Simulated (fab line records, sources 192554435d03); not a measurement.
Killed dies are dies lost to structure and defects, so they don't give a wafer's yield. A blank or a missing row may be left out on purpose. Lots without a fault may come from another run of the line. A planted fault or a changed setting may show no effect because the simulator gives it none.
Problem report in the 8D (eight disciplines) form, filled by code | flow n5_finfet | the parts of the form that need people (team, actions taken, sign-off) are left out

1. THE PROBLEM
susceptor_temp_C at N5_BEOL_M5_PECVD_70 reads a mean of 431.95 C on 1 wafer of 1 lot; wafers without a fault read 400.00 C with a standard deviation of 0.21. That is +99 or more standard deviations from the usual mean.
The step: deposits SiO2 from TEOS/O2, target thk 16 nm, time 18 s.
First seen on wafer L206.1, day 13 01:47, on pecvd-01. The record holds 32 wafers of 11 lots with a number at this step. Rule for "out", or "out of limits": more than 4 standard deviations from the usual mean. The other wafers with a number count as sound.

2. WHAT IT IS AND WHAT IT IS NOT
question                    | is                | is not
which readings at this step | susceptor_temp_C  | heater_power_w, showerhead_plenum_p_Torr, throttle_valve_pct
which lots                  | L206              | L193, L199, L200, L201, L202, L205, L207, L210, L215, L216
which wafers of those lots  | L206.1            | L206.2, L206.4
read on which tools         | pecvd-01          | pecvd-02, pecvd-03
when                        | from day 13 01:47 | up to then (19 sound wafers); but 12 sound wafers of L205, L210, L215, L216 came after

3. SUSPECTS, AND WHAT RULES EACH OUT
Counting: a tool at a process step up to the reading stays a suspect if it ran every lot that is out. Sound lots after the first of them don't rule it out here, since some wafers of a struck lot are sound.
- rtp_anneal-01 at N5_BEOL_M4_ANNEAL_51 (time 90 s): kept. It ran the lot that is out, L206 (day 12 23:19); its last sound lot up to then is L207 (day 12 12:38).
- cmp-04 at N5_BEOL_M4_CMP_52 (polishes, stops on SiOC, t overpolish 6.8 s, target thk 40 nm): kept. It ran the lot that is out, L206 (day 12 23:37); its last sound lot up to then is L200 (day 11 16:16).
- pecvd-01 at N5_BEOL_M5_PECVD_70 (deposits SiO2 from TEOS/O2, target thk 16 nm, time 18 s): kept. It ran the lot that is out, L206 (day 13 01:47); its last sound lot up to then is L207 (day 12 15:59). Its own readings are out on those wafers: susceptor_temp_C.
- Within cmp-04 at N5_BEOL_M4_CMP_52: the wafers that are out ran in chamber 3; their sound lot-mates ran in chambers 0, 2.
- Within pecvd-01 at N5_BEOL_M5_PECVD_70: the wafers that are out ran in chamber 1; their sound lot-mates ran in chamber 2.
Left after counting: rtp_anneal-01 at N5_BEOL_M4_ANNEAL_51, cmp-04 at N5_BEOL_M4_CMP_52, pecvd-01 at N5_BEOL_M5_PECVD_70.

4. THE CAUSE (what the simulator had put in)
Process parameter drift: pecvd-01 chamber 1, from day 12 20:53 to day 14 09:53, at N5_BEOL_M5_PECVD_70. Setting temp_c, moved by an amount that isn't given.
Counting left 3 suspects, and this tool is among them.

5. THE CHAIN OF EFFECTS, in route order
Each row: a reading whose mean over the struck wafers that have a number lies more than 3 standard deviations from the usual. Only readings for which the record gives a usual standard deviation are gone through. hours: the time from each lot's start at the first step in this table that gives one to its start at this step, as a median over the lots. sigmas: the change in usual standard deviations.
hours | step                | reading          | usual    | on struck wafers | change | sigmas
0     | N5_BEOL_M5_PECVD_70 | susceptor_temp_C | 400.00 C | 431.95           | +31.95 | +99 or more
The process steps in it:
- N5_BEOL_M5_PECVD_70: deposits SiO2 from TEOS/O2, target thk 16 nm, time 18 s.

6. WHAT WOULD HAVE CAUGHT IT SOONER
In this record the first reading out of limits was taken at day 13 01:47, 5 hours after the fault began at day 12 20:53.
